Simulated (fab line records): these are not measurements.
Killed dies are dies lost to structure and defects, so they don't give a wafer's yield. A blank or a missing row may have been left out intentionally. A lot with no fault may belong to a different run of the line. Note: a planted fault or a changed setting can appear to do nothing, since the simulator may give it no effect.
Lot-split experiment ; flow n5-finfet ; on a route of 1938 steps: 7 lots, 21 wafers read

## ABOUT THE SPLIT
At N5_BEOL_M5_ILD_DEP_00 (deposits SiCOH lowk from DEMS/porogen, target thk 140.64 nm, time 25.9 s), the setting time-s was moved away from the recipe's 25.9 s on 4 of the 21 wafers read, by -12.4% to +8.1%. All remaining wafers had this setting at the recipe value.

## FROM THE SPLIT ON TO THE READING: in between, the file shows 1 step
- N5_BEOL_M5_CURE_79: cures SiCOH lowk, time 240 s

## THE READING
Values of M5_ILD_THK in nm from N5_BEOL_M5_THK_MEAS_01. Fault-free wafers of this fab line usually give 120.1 nm, standard deviation 1.4 nm.

wafer;tool, chamber at the split;time-s as run, s;against the recipe;M5_ILD_THK, nm;against lot-mates on the recipe
L077.4;pecvd-01, 1;24.2;-6.6%;114.8;-7.4
L077.5;pecvd-01, 2;25.9;recipe;122.6;-
L077.6;pecvd-01, 0;25.9;recipe;121.8;-
L082.3;pecvd-04, 1;25.9;recipe;118.6;-
L082.4;pecvd-04, 1;25.9;recipe;120.2;-
L082.5;pecvd-04, 0;25.9;recipe;121.1;-
L084.2;pecvd-01, 2;25.9;recipe;119.2;-
L084.4;pecvd-01, 2;25.9;recipe;120.8;-
L084.5;pecvd-01, 1;26.99;+4.2%;124.9;+4.9
L089.2;pecvd-03, 0;25.9;recipe;117.6;-
L089.4;pecvd-03, 0;25.9;recipe;121.2;-
L089.6;pecvd-03, 1;25.9;recipe;120.7;-
L093.1;pecvd-03, 0;25.9;recipe;118.9;-
L093.2;pecvd-03, 1;28.01;+8.1%;131.0;+9.6
L093.4;pecvd-03, 1;25.9;recipe;123.9;-
L096.2;pecvd-01, 2;25.9;recipe;120.2;-
L096.5;pecvd-01, 1;22.7;-12.4%;106.4;-14.8
L096.6;pecvd-01, 2;25.9;recipe;122.2;-
L097.1;pecvd-04, 0;25.9;recipe;120.3;-
L097.2;pecvd-04, 1;25.9;recipe;119.3;-
L097.5;pecvd-04, 1;25.9;recipe;121.8;-

THE FIT
A straight line over all 21 wafers: M5_ILD_THK changes by +1.13 nm for each +1% of time-s; r = +0.94; the points scatter about the line by 1.5 nm.
The same after taking each lot's own level away (the mean of its wafers on the recipe; 21 wafers): +1.18 nm for each +1%; r = +0.96; scatter 1.3 nm.
That fit puts the effect of the largest move of time-s on the reading at 15 nm.
Measured against the standard deviation above, the lots' own levels, which go from 119.83 to 122.20 nm, span 1.7 times it.
So the lot-to-lot level changes the slope little: the two slopes agree.
Check: with one of the wafers moved furthest among these (-12.4%) left out of the fit, the line predicts -14.3 nm for it against its lot-mates. Against them it came out at -14.8 nm.

## THESE WAFERS: OTHER SPLITS
Other splits were also applied to these wafers ahead of the reading. Each is held against what the fit with the lots' levels taken away leaves over:
other split on the same wafers;wafers away from the commonest value;r with M5_ILD_THK (lot level and that fit taken away)
N5_BEOL_M4_COAT_05 spin-rpm;3;-0.30
N5_BEOL_M4_DESCUM_16 time-s;5;-0.10

## THE WHOLE CHAIN: every reading that the file lists as answering this split, in the file's order
step;what it does;reading;change (the file's fit);r (the file's)
N5_BEOL_M5_ILD_DEP_00;deposits SiCOH lowk from DEMS/porogen, target thk 140.64 nm, time 25.9 s;SiCOH_lowk_of_BEOL_M5_ILD_DEP_00.thk-nm (the simulator's own value, which no gauge read);+1.36 nm for each +1% of the setting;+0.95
N5_BEOL_M5_CURE_79;cures SiCOH lowk, time 240 s;SiCOH_lowk_of_BEOL_M5_ILD_DEP_00.thk-nm (the simulator's own value, which no gauge read);+1.18 nm for each +1% of the setting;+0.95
N5_BEOL_M5_THK_MEAS_01;;M5_ILD_THK;+1.18 for each +1% of the setting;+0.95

## THE FILE'S OWN FIT
M5_ILD_THK changes by +1.18 nm for each +1% of time-s, r = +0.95.
